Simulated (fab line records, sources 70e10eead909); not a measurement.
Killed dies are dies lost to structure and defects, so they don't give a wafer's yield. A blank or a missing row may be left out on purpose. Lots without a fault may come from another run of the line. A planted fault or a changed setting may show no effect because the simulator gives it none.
Which tool did it? | flow nand_harc | 6 lots, 18 wafers sampled, at 4 steps of a route of 1302

WHAT THE GAUGES READ, wafer by wafer
NHARC_END_SORT_01.
lot  | measured     | on        | killed_at_periphery
L907 | day 25 11:00 | prober-01 | 0 0 2
L910 | day 26 03:20 | prober-01 | 2 1 4
L913 | day 27 12:19 | prober-02 | 7 3 6
L915 | day 28 12:35 | prober-01 | 3 4 3
L919 | day 31 10:37 | prober-01 | 584 611 603
L922 | day 30 18:21 | prober-01 | 3 4 4

WHICH TOOL RAN EACH LOT (tool, then ch and the chambers of the sampled wafers, then the start)
lot  | NHARC_P_GATE_DESCUM_61             | NHARC_P_GATE_STRIP_95                | NHARC_P_GATE_RTA_80
L907 | rie_diel-02 ch 1,2, day 6 15:11    | plasma_asher-01 ch 0,1, day 6 17:51  | rtp_anneal-02 ch 0, day 6 19:01
L910 | rie_diel-02 ch 0,1,2, day 7 12:43  | plasma_asher-02 ch 0,1, day 7 15:29  | rtp_anneal-01 ch 0, day 7 16:40
L913 | rie_diel-09 ch 1,2,3, day 8 23:07  | plasma_asher-02 ch 0,1, day 9 01:55  | rtp_anneal-02 ch 0, day 9 03:13
L915 | rie_diel-02 ch 0,1, day 9 18:23    | plasma_asher-02 ch 0,1, day 9 21:04  | rtp_anneal-01 ch 0, day 9 22:18
L919 | rie_diel-09 ch 0,1,3, day 11 19:11 | plasma_asher-02 ch 0,1, day 11 22:02 | rtp_anneal-01, day 11 23:14
L922 | rie_diel-02 ch 0,1,3, day 12 13:34 | plasma_asher-01 ch 0,1, day 12 16:22 | rtp_anneal-02 ch 0, day 12 17:31
- NHARC_P_GATE_DESCUM_61: chemistry O2, time 3 s.
- NHARC_P_GATE_STRIP_95: strips in O2.
- NHARC_P_GATE_RTA_80: time 30 s.

THE ANSWER, worked out from the rows above alone
Rule: what is usual is taken from the lots themselves. Put in order of their means at a reading, lots are off if they are a third of the lots or fewer, leave a main group of 4 or more, and stand apart from it by a gap of 3 or more times the standard deviation of the main group's means; of several such gaps the widest counts. A main group whose means are all the same, to the digits that the tables above print for the reading, isn't used. A lot without any number at a reading at which 4 lots or more have one is off too. The other lots that the step has rows for count as sound.
Off: L919, at NHARC_END_SORT_01 (killed_at_periphery). The main group: mean 3.1, standard deviation 1.5.
A tool fits if, at a process step before that reading, it ran every lot that is off, and no sound lot after the first of them. The gauges at NHARC_END_SORT_01 are tried like those tools. Can't be told from this: 4 tools fit, rie_diel-09 at NHARC_P_GATE_DESCUM_61, plasma_asher-02 at NHARC_P_GATE_STRIP_95, rtp_anneal-01 at NHARC_P_GATE_RTA_80, prober-01 at NHARC_END_SORT_01.

WHAT THE SIMULATOR HAD PUT IN
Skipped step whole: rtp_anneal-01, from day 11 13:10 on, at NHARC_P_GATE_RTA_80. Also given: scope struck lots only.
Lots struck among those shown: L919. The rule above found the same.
